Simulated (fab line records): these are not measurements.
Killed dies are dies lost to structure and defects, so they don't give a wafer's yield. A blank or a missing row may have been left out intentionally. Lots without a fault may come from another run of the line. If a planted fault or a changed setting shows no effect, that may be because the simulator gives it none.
The tool behind it: which one? || flow nand_harc || 15 lots, 42 wafers sampled, at 4 steps of a route of 1302

== WHAT THE GAUGES READ, wafer by wafer ==
NHARC_A_ZERO_WELL_INSPECT_17. Usual: raw_defect_count reads 11 (standard deviation 5.9).
{"lot": "L233", "measured": "day 7 07:17", "on": "defect_inspect-02", "raw_defect_count": "18 16 10", "flag": ""}
{"lot": "L234", "measured": "day 7 17:14", "on": "defect_inspect-02", "raw_defect_count": "11 9 14", "flag": ""}
{"lot": "L235", "measured": "day 8 06:20", "on": "defect_inspect-02", "raw_defect_count": "7 4 5", "flag": ""}
{"lot": "L237", "measured": "day 9 02:48", "on": "defect_inspect-01", "raw_defect_count": "26 16 12", "flag": ""}
{"lot": "L238", "measured": "day 9 08:29", "on": "defect_inspect-01", "raw_defect_count": "19 15 15", "flag": ""}
{"lot": "L239", "measured": "day 9 13:37", "on": "defect_inspect-02", "raw_defect_count": "10 16 17", "flag": ""}
{"lot": "L240", "measured": "day 10 01:38", "on": "defect_inspect-01", "raw_defect_count": "4 8 7", "flag": ""}
{"lot": "L241", "measured": "day 10 16:17", "on": "defect_inspect-02", "raw_defect_count": "14 8 8", "flag": ""}
{"lot": "L243", "measured": "day 11 07:19", "on": "defect_inspect-01", "raw_defect_count": "17 18 20", "flag": ""}
{"lot": "L244", "measured": "day 11 23:02", "on": "defect_inspect-01", "raw_defect_count": "19 11 13", "flag": ""}
{"lot": "L245", "measured": "day 12 18:31", "on": "defect_inspect-01", "raw_defect_count": "11 13 9", "flag": ""}
{"lot": "L246", "measured": "day 12 19:25", "on": "defect_inspect-01", "raw_defect_count": "14 15 19", "flag": ""}
{"lot": "L249", "measured": "day 14 00:43", "on": "defect_inspect-02", "raw_defect_count": "9 11", "flag": ""}
{"lot": "L250", "measured": "day 14 18:00", "on": "defect_inspect-01", "raw_defect_count": "12 11", "flag": ""}
{"lot": "L251", "measured": "day 14 23:42", "on": "defect_inspect-01", "raw_defect_count": "12 12", "flag": ""}

NHARC_A_SOURCE_PLATE_INSPECT_08. Usual: raw_defect_count reads 60 (standard deviation 20).
{"lot": "L233", "measured": "day 8 03:47", "on": "defect_inspect-01", "raw_defect_count": "72 54 79", "flag": ""}
{"lot": "L234", "measured": "day 8 14:53", "on": "defect_inspect-01", "raw_defect_count": "52 38 36", "flag": ""}
{"lot": "L235", "measured": "day 9 04:26", "on": "defect_inspect-02", "raw_defect_count": "41 26 47", "flag": ""}
{"lot": "L237", "measured": "day 9 23:25", "on": "defect_inspect-02", "raw_defect_count": "40 53 68", "flag": ""}
{"lot": "L238", "measured": "day 10 06:49", "on": "defect_inspect-02", "raw_defect_count": "27 74 44", "flag": ""}
{"lot": "L239", "measured": "day 10 06:49", "on": "defect_inspect-02", "raw_defect_count": "47 56 58", "flag": ""}
{"lot": "L240", "measured": "day 10 22:04", "on": "defect_inspect-02", "raw_defect_count": "51 85 45", "flag": ""}
{"lot": "L241", "measured": "day 11 13:28", "on": "defect_inspect-01", "raw_defect_count": "95 136 98", "flag": ""}
{"lot": "L243", "measured": "day 12 04:19", "on": "defect_inspect-01", "raw_defect_count": "50 52 65", "flag": ""}
{"lot": "L244", "measured": "day 12 19:34", "on": "defect_inspect-02", "raw_defect_count": "66 64 49", "flag": ""}
{"lot": "L245", "measured": "day 13 14:59", "on": "defect_inspect-02", "raw_defect_count": "50 33 36", "flag": ""}
{"lot": "L246", "measured": "day 13 14:59", "on": "defect_inspect-01", "raw_defect_count": "74 79 71", "flag": ""}
{"lot": "L249", "measured": "day 14 21:31", "on": "defect_inspect-02", "raw_defect_count": "52 63", "flag": ""}
{"lot": "L250", "measured": "day 15 14:02", "on": "defect_inspect-01", "raw_defect_count": "61 71", "flag": ""}
{"lot": "L251", "measured": "day 15 19:57", "on": "defect_inspect-02", "raw_defect_count": "54 53", "flag": ""}

NHARC_A_ONON_D1_THK_MEAS_11: measures by ellipsometry. Usual: thk_nm reads 998 nm (standard deviation 9.2).
{"lot": "L233", "measured": "day 8 06:04", "on": "film_metro-01", "thk_nm (nm)": "994 995 992", "flag": ""}
{"lot": "L234", "measured": "day 8 17:09", "on": "film_metro-01", "thk_nm (nm)": "1000 1001 1000", "flag": ""}
{"lot": "L235", "measured": "day 9 06:43", "on": "film_metro-01", "thk_nm (nm)": "983 980 982", "flag": ""}
{"lot": "L237", "measured": "day 10 01:41", "on": "film_metro-01", "thk_nm (nm)": "1001 1001 1001", "flag": ""}
{"lot": "L238", "measured": "day 10 09:06", "on": "film_metro-02", "thk_nm (nm)": "991 991 991", "flag": ""}
{"lot": "L239", "measured": "day 10 09:06", "on": "film_metro-01", "thk_nm (nm)": "1003 999 1002", "flag": ""}
{"lot": "L240", "measured": "day 11 00:20", "on": "film_metro-01", "thk_nm (nm)": "1018 1016 1018", "flag": ""}
{"lot": "L241", "measured": "day 11 15:44", "on": "film_metro-02", "thk_nm (nm)": "999 1001 1001", "flag": ""}
{"lot": "L243", "measured": "day 12 06:35", "on": "film_metro-02", "thk_nm (nm)": "998 999 999", "flag": ""}
{"lot": "L244", "measured": "day 12 21:51", "on": "film_metro-01", "thk_nm (nm)": "999 1002 1000", "flag": ""}
{"lot": "L245", "measured": "day 13 17:16", "on": "film_metro-02", "thk_nm (nm)": "1008 1008 1011", "flag": ""}
{"lot": "L246", "measured": "day 13 17:16", "on": "film_metro-01", "thk_nm (nm)": "1014 1015 1015", "flag": ""}
{"lot": "L249", "measured": "day 14 23:47", "on": "film_metro-01", "thk_nm (nm)": "909 906", "flag": "OFF"}
{"lot": "L250", "measured": "day 15 16:19", "on": "film_metro-02", "thk_nm (nm)": "905 984", "flag": "OFF"}
{"lot": "L251", "measured": "day 15 22:14", "on": "film_metro-02", "thk_nm (nm)": "925 1005", "flag": "OFF"}

== EACH LOT AND THE TOOL THAT RAN IT (in order: tool; ch and the chambers of the sampled wafers; start) ==
{"lot": "L233", "NHARC_A_ONON_D1_DEP_09": "pecvd_onon-01 ch 0, day 8 05:33"}
{"lot": "L234", "NHARC_A_ONON_D1_DEP_09": "pecvd_onon-01 ch 0, day 8 16:46"}
{"lot": "L235", "NHARC_A_ONON_D1_DEP_09": "pecvd_onon-03 ch 0, day 9 06:13"}
{"lot": "L237", "NHARC_A_ONON_D1_DEP_09": "pecvd_onon-04 ch 0, day 10 01:11"}
{"lot": "L238", "NHARC_A_ONON_D1_DEP_09": "pecvd_onon-04 ch 0, day 10 08:35"}
{"lot": "L239", "NHARC_A_ONON_D1_DEP_09": "pecvd_onon-01 ch 0, day 10 08:35"}
{"lot": "L240", "NHARC_A_ONON_D1_DEP_09": "pecvd_onon-01 ch 0, day 10 23:50"}
{"lot": "L241", "NHARC_A_ONON_D1_DEP_09": "pecvd_onon-03 ch 0, day 11 15:24"}
{"lot": "L243", "NHARC_A_ONON_D1_DEP_09": "pecvd_onon-03 ch 0, day 12 06:04"}
{"lot": "L244", "NHARC_A_ONON_D1_DEP_09": "pecvd_onon-03 ch 0, day 12 21:24"}
{"lot": "L245", "NHARC_A_ONON_D1_DEP_09": "pecvd_onon-04 ch 0, day 13 16:45"}
{"lot": "L246", "NHARC_A_ONON_D1_DEP_09": "pecvd_onon-03 ch 0, day 13 16:45"}
{"lot": "L249", "NHARC_A_ONON_D1_DEP_09": "pecvd_onon-03 ch 0, day 14 23:20"}
{"lot": "L250", "NHARC_A_ONON_D1_DEP_09": "pecvd_onon-03 ch 0, day 15 15:52"}
{"lot": "L251", "NHARC_A_ONON_D1_DEP_09": "pecvd_onon-03 ch 0, day 15 21:47"}
- NHARC_A_ONON_D1_DEP_09: target thk 1000 nm.

== WHAT THE TOOLS THEMSELVES READ (means of the sampled wafers that have a number; where no wafer has one, the mark that the record gives instead) ==
NHARC_A_ONON_D1_DEP_09. Usual: n2_flow_sccm reads 2750 sccm (standard deviation 9).
{"lot": "L233", "tool": "pecvd_onon-01", "n2_flow_sccm (sccm)": 2757, "flag": ""}
{"lot": "L234", "tool": "pecvd_onon-01", "n2_flow_sccm (sccm)": 2746, "flag": ""}
{"lot": "L235", "tool": "pecvd_onon-03", "n2_flow_sccm (sccm)": 2737, "flag": ""}
{"lot": "L237", "tool": "pecvd_onon-04", "n2_flow_sccm (sccm)": 2738, "flag": ""}
{"lot": "L238", "tool": "pecvd_onon-04", "n2_flow_sccm (sccm)": 2756, "flag": ""}
{"lot": "L239", "tool": "pecvd_onon-01", "n2_flow_sccm (sccm)": 2759, "flag": ""}
{"lot": "L240", "tool": "pecvd_onon-01", "n2_flow_sccm (sccm)": 2737, "flag": ""}
{"lot": "L241", "tool": "pecvd_onon-03", "n2_flow_sccm (sccm)": 2751, "flag": ""}
{"lot": "L243", "tool": "pecvd_onon-03", "n2_flow_sccm (sccm)": 2763, "flag": ""}
{"lot": "L244", "tool": "pecvd_onon-03", "n2_flow_sccm (sccm)": 2750, "flag": ""}
{"lot": "L245", "tool": "pecvd_onon-04", "n2_flow_sccm (sccm)": 2750, "flag": ""}
{"lot": "L246", "tool": "pecvd_onon-03", "n2_flow_sccm (sccm)": 2749, "flag": ""}
{"lot": "L249", "tool": "pecvd_onon-03", "n2_flow_sccm (sccm)": 2758, "flag": ""}
{"lot": "L250", "tool": "pecvd_onon-03", "n2_flow_sccm (sccm)": 2744, "flag": ""}
{"lot": "L251", "tool": "pecvd_onon-03", "n2_flow_sccm (sccm)": 2749, "flag": ""}

== THE ANSWER, worked out from the rows above alone ==
Rule: lot off if the mean of its wafers having a number is beyond 3 standard deviations from the usual mean. A lot without any number at a reading at which 4 lots or more have one is off too. Where the step has rows for the other lots, those lots are counted as sound. After the gauges, taken in route order, come the tools' own readings; for these a lot's mean is taken, as printed above. The first step at which some lot is off is used, and at that step the reading that is off furthest; a lot without a number counts as furthest.
Off at NHARC_A_ONON_D1_THK_MEAS_11 (thk_nm): L249, L250, L251.
A tool fits if, at a process step before that reading, it ran every lot that is off, and no sound lot after the first of them. Those tools and the gauges at NHARC_A_ONON_D1_THK_MEAS_11 are tried in the same way. One fits: pecvd_onon-03 at NHARC_A_ONON_D1_DEP_09. Its last sound lot is L246 (day 13 16:45), its first lot that is off L249 (day 14 23:20): a fault that began between those two fits.

== WHAT WAS PUT IN BY THE SIMULATOR ==
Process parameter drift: pecvd_onon-03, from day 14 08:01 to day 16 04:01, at NHARC_A_ONON_D1_DEP_09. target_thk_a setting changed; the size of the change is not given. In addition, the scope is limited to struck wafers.
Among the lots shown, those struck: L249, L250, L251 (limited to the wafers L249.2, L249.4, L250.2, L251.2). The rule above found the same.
